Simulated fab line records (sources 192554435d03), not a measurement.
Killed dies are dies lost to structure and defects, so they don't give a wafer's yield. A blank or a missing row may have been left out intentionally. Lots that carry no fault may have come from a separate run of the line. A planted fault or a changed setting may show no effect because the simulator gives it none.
Split-lot experiment :: flow n5-finfet :: on a route of 1938 steps: 7 lots, 39 wafers read

ABOUT THE SPLIT
At N5_MOL_CONTACT_COAG_ETCH_106 (etches SOC in N2/H2, target depth 80 nm, overetch 16 nm, time 120 s), the setting target-depth-a was moved away from the recipe's 800 angstrom on 18 of the 39 wafers read, by -58.4% to +42.3%. For the rest of the wafers, this setting stayed at what the recipe calls for.

The reading is taken at the split's own step.

THE READING
MOL_CONTACT_COAG.cd-offset-nm (the simulator's own value, which no gauge read), in nm, at N5_MOL_CONTACT_COAG_ETCH_106 (etches SOC in N2/H2, target depth 80 nm, overetch 16 nm, time 120 s). There is no usual value for it anywhere in the file. Here, 21 wafers ran the recipe; their average is 0.0 nm with a standard deviation of 0.3 nm.

wafer: L076.1
tool, chamber at the split: rie-diel-03, 3
target-depth-a as run, angstrom: 800
against the recipe: recipe
MOL_CONTACT_COAG.cd-offset-nm, nm: 0.4
against lot-mates on the recipe: -

wafer: L076.2
tool, chamber at the split: rie-diel-03, 1
target-depth-a as run, angstrom: 332.6
against the recipe: -58.4%
MOL_CONTACT_COAG.cd-offset-nm, nm: -0.8
against lot-mates on the recipe: -1.1

wafer: L076.3
tool, chamber at the split: rie-diel-03, 2
target-depth-a as run, angstrom: 332.6
against the recipe: -58.4%
MOL_CONTACT_COAG.cd-offset-nm, nm: -0.8
against lot-mates on the recipe: -1.1

wafer: L076.4
tool, chamber at the split: rie-diel-03, 0
target-depth-a as run, angstrom: 800
against the recipe: recipe
MOL_CONTACT_COAG.cd-offset-nm, nm: 0.2
against lot-mates on the recipe: -

wafer: L076.5
tool, chamber at the split: rie-diel-03, 0
target-depth-a as run, angstrom: 800
against the recipe: recipe
MOL_CONTACT_COAG.cd-offset-nm, nm: 0.4
against lot-mates on the recipe: -

wafer: L076.6
tool, chamber at the split: rie-diel-03, 3
target-depth-a as run, angstrom: 332.6
against the recipe: -58.4%
MOL_CONTACT_COAG.cd-offset-nm, nm: -0.6
against lot-mates on the recipe: -0.9

wafer: L077.1
tool, chamber at the split: rie-diel-04, 3
target-depth-a as run, angstrom: 481.4
against the recipe: -39.8%
MOL_CONTACT_COAG.cd-offset-nm, nm: -0.8
against lot-mates on the recipe: -0.9

wafer: L077.2
tool, chamber at the split: rie-diel-04, 1
target-depth-a as run, angstrom: 800
against the recipe: recipe
MOL_CONTACT_COAG.cd-offset-nm, nm: 0.2
against lot-mates on the recipe: -

wafer: L077.3
tool, chamber at the split: rie-diel-04, 2
target-depth-a as run, angstrom: 481.4
against the recipe: -39.8%
MOL_CONTACT_COAG.cd-offset-nm, nm: -0.8
against lot-mates on the recipe: -0.9

wafer: L077.4
tool, chamber at the split: rie-diel-04, 0
target-depth-a as run, angstrom: 800
against the recipe: recipe
MOL_CONTACT_COAG.cd-offset-nm, nm: 0
against lot-mates on the recipe: -

wafer: L077.5
tool, chamber at the split: rie-diel-04, 1
target-depth-a as run, angstrom: 481.4
against the recipe: -39.8%
MOL_CONTACT_COAG.cd-offset-nm, nm: -0.8
against lot-mates on the recipe: -0.9

wafer: L077.6
tool, chamber at the split: rie-diel-04, 2
target-depth-a as run, angstrom: 800
against the recipe: recipe
MOL_CONTACT_COAG.cd-offset-nm, nm: 0
against lot-mates on the recipe: -

wafer: L086.1
tool, chamber at the split: rie-diel-05, 1
target-depth-a as run, angstrom: 336.6
against the recipe: -57.9%
MOL_CONTACT_COAG.cd-offset-nm, nm: -0.8
against lot-mates on the recipe: -0.7

wafer: L086.2
tool, chamber at the split: rie-diel-05, 0
target-depth-a as run, angstrom: 800
against the recipe: recipe
MOL_CONTACT_COAG.cd-offset-nm, nm: -0.2
against lot-mates on the recipe: -

wafer: L086.3
tool, chamber at the split: rie-diel-05, 3
target-depth-a as run, angstrom: 336.6
against the recipe: -57.9%
MOL_CONTACT_COAG.cd-offset-nm, nm: -0.6
against lot-mates on the recipe: -0.5

wafer: L086.4
tool, chamber at the split: rie-diel-05, 2
target-depth-a as run, angstrom: 800
against the recipe: recipe
MOL_CONTACT_COAG.cd-offset-nm, nm: 0
against lot-mates on the recipe: -

wafer: L086.5
tool, chamber at the split: rie-diel-05, 0
target-depth-a as run, angstrom: 800
against the recipe: recipe
MOL_CONTACT_COAG.cd-offset-nm, nm: -0.2
against lot-mates on the recipe: -

wafer: L086.6
tool, chamber at the split: rie-diel-05, 1
target-depth-a as run, angstrom: 336.6
against the recipe: -57.9%
MOL_CONTACT_COAG.cd-offset-nm, nm: -0.8
against lot-mates on the recipe: -0.7

wafer: L087.1
tool, chamber at the split: rie-diel-04, 0
target-depth-a as run, angstrom: 800
against the recipe: recipe
MOL_CONTACT_COAG.cd-offset-nm, nm: -0.2
against lot-mates on the recipe: -

wafer: L087.2
tool, chamber at the split: rie-diel-04, 3
target-depth-a as run, angstrom: 520.2
against the recipe: -35.0%
MOL_CONTACT_COAG.cd-offset-nm, nm: -0.8
against lot-mates on the recipe: -0.5

wafer: L087.3
tool, chamber at the split: rie-diel-04, 1
target-depth-a as run, angstrom: 520.2
against the recipe: -35.0%
MOL_CONTACT_COAG.cd-offset-nm, nm: -0.6
against lot-mates on the recipe: -0.3

wafer: L087.4
tool, chamber at the split: rie-diel-04, 2
target-depth-a as run, angstrom: 800
against the recipe: recipe
MOL_CONTACT_COAG.cd-offset-nm, nm: -0.2
against lot-mates on the recipe: -

wafer: L087.5
tool, chamber at the split: rie-diel-04, 2
target-depth-a as run, angstrom: 800
against the recipe: recipe
MOL_CONTACT_COAG.cd-offset-nm, nm: -0.6
against lot-mates on the recipe: -

wafer: L087.6
tool, chamber at the split: rie-diel-04, 1
target-depth-a as run, angstrom: 520.2
against the recipe: -35.0%
MOL_CONTACT_COAG.cd-offset-nm, nm: -0.6
against lot-mates on the recipe: -0.3

wafer: L091.1
tool, chamber at the split: rie-diel-03, 3
target-depth-a as run, angstrom: 800
against the recipe: recipe
MOL_CONTACT_COAG.cd-offset-nm, nm: 0.2
against lot-mates on the recipe: -

wafer: L091.2
tool, chamber at the split: rie-diel-03, 1
target-depth-a as run, angstrom: 398
against the recipe: -50.2%
MOL_CONTACT_COAG.cd-offset-nm, nm: -0.2
against lot-mates on the recipe: -0.5

wafer: L091.3
tool, chamber at the split: rie-diel-03, 2
target-depth-a as run, angstrom: 800
against the recipe: recipe
MOL_CONTACT_COAG.cd-offset-nm, nm: 0.4
against lot-mates on the recipe: -

wafer: L091.4
tool, chamber at the split: rie-diel-03, 0
target-depth-a as run, angstrom: 398
against the recipe: -50.2%
MOL_CONTACT_COAG.cd-offset-nm, nm: -0.2
against lot-mates on the recipe: -0.5

wafer: L091.5
tool, chamber at the split: rie-diel-03, 0
target-depth-a as run, angstrom: 398
against the recipe: -50.2%
MOL_CONTACT_COAG.cd-offset-nm, nm: 0
against lot-mates on the recipe: -0.3

wafer: L091.6
tool, chamber at the split: rie-diel-03, 3
target-depth-a as run, angstrom: 800
against the recipe: recipe
MOL_CONTACT_COAG.cd-offset-nm, nm: 0.4
against lot-mates on the recipe: -

wafer: L092.1
tool, chamber at the split: rie-diel-04, 2
target-depth-a as run, angstrom: 800
against the recipe: recipe
MOL_CONTACT_COAG.cd-offset-nm, nm: -0.2
against lot-mates on the recipe: -

wafer: L092.2
tool, chamber at the split: rie-diel-04, 0
target-depth-a as run, angstrom: 1138
against the recipe: +42.3%
MOL_CONTACT_COAG.cd-offset-nm, nm: 0.6
against lot-mates on the recipe: +0.9

wafer: L092.3
tool, chamber at the split: rie-diel-04, 1
target-depth-a as run, angstrom: 1138
against the recipe: +42.3%
MOL_CONTACT_COAG.cd-offset-nm, nm: 0.6
against lot-mates on the recipe: +0.9

wafer: L092.4
tool, chamber at the split: rie-diel-04, 3
target-depth-a as run, angstrom: 800
against the recipe: recipe
MOL_CONTACT_COAG.cd-offset-nm, nm: -0.4
against lot-mates on the recipe: -

wafer: L092.5
tool, chamber at the split: rie-diel-04, 3
target-depth-a as run, angstrom: 800
against the recipe: recipe
MOL_CONTACT_COAG.cd-offset-nm, nm: -0.4
against lot-mates on the recipe: -

wafer: L092.6
tool, chamber at the split: rie-diel-04, 0
target-depth-a as run, angstrom: 1138
against the recipe: +42.3%
MOL_CONTACT_COAG.cd-offset-nm, nm: 0.4
against lot-mates on the recipe: +0.7

wafer: L096.2
tool, chamber at the split: rie-diel-04, 2
target-depth-a as run, angstrom: 800
against the recipe: recipe
MOL_CONTACT_COAG.cd-offset-nm, nm: 0.2
against lot-mates on the recipe: -

wafer: L096.4
tool, chamber at the split: rie-diel-04, 2
target-depth-a as run, angstrom: 800
against the recipe: recipe
MOL_CONTACT_COAG.cd-offset-nm, nm: 0.2
against lot-mates on the recipe: -

wafer: L096.6
tool, chamber at the split: rie-diel-04, 3
target-depth-a as run, angstrom: 800
against the recipe: recipe
MOL_CONTACT_COAG.cd-offset-nm, nm: 0.4
against lot-mates on the recipe: -

THE FIT
A straight line over all 39 wafers: MOL_CONTACT_COAG.cd-offset-nm changes by +0.0124 nm for each +1% of target-depth-a; r = +0.78; the points scatter about the line by 0.29 nm.
The same after taking each lot's own level away (the mean of its wafers on the recipe; 39 wafers): +0.0153 nm for each +1%; r = +0.92; scatter 0.19 nm.
On that fit, the largest move of target-depth-a shifts the reading by 0.89 nm.
Across the lots, their own levels run from -0.33 to 0.33 nm, a range of 2.2 times the standard deviation given above.
So the lot-to-lot level blurs the effect unless lot-mates are compared.
Check: with one of the wafers moved furthest among these (-58.4%) left out of the fit, the line predicts -0.822 nm for it against its lot-mates. It came out at -1.13 nm against them.

THESE WAFERS: OTHER SPLITS
Other splits were also applied to these wafers ahead of the reading. Each is held against what the fit with the lots' levels taken away leaves over:
other split on the same wafers: N5_FIN_SAQP_SPACER1_ALD_24 ald-cycles
wafers away from the commonest value: 15
r with MOL_CONTACT_COAG.cd-offset-nm (lot level and that fit taken away): +0.03

other split on the same wafers: N5_SD_EPI_N_ETCH_16 target-depth-a
wafers away from the commonest value: 12
r with MOL_CONTACT_COAG.cd-offset-nm (lot level and that fit taken away): -0.24

other split on the same wafers: N5_HKMG_FIN_HK_ALD_01 ald-cycles
wafers away from the commonest value: 6
r with MOL_CONTACT_COAG.cd-offset-nm (lot level and that fit taken away): +0.25

THE WHOLE CHAIN: every reading that the file lists as answering this split, in the file's order
step: N5_MOL_CONTACT_COAG_ETCH_106
what it does: etches SOC in N2/H2, target depth 80 nm, overetch 16 nm, time 120 s
reading: etch.depth-nm (the simulator's own value, which no gauge read)
change (the file's fit): not straight: 48.66 at the lowest setting, 80.01 at the recipe, 80.06 at the highest
r (the file's): not given

step: N5_MOL_CONTACT_COAG_ETCH_106
what it does: etches SOC in N2/H2, target depth 80 nm, overetch 16 nm, time 120 s
reading: SiARC_of_MOL_CONTACT_COAG_COAT_104.thk-nm (the simulator's own value, which no gauge read)
change (the file's fit): -0.0443 nm for each +1% of the setting
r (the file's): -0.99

step: N5_MOL_CONTACT_COAG_ETCH_106
what it does: etches SOC in N2/H2, target depth 80 nm, overetch 16 nm, time 120 s
reading: MOL_CONTACT_COAG.cd-offset-nm (the simulator's own value, which no gauge read)
change (the file's fit): +0.0146 nm for each +1% of the setting
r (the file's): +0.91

THE FILE'S OWN FIT
MOL_CONTACT_COAG.cd-offset-nm changes by +0.0146 nm for each +1% of target-depth-a, r = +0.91.
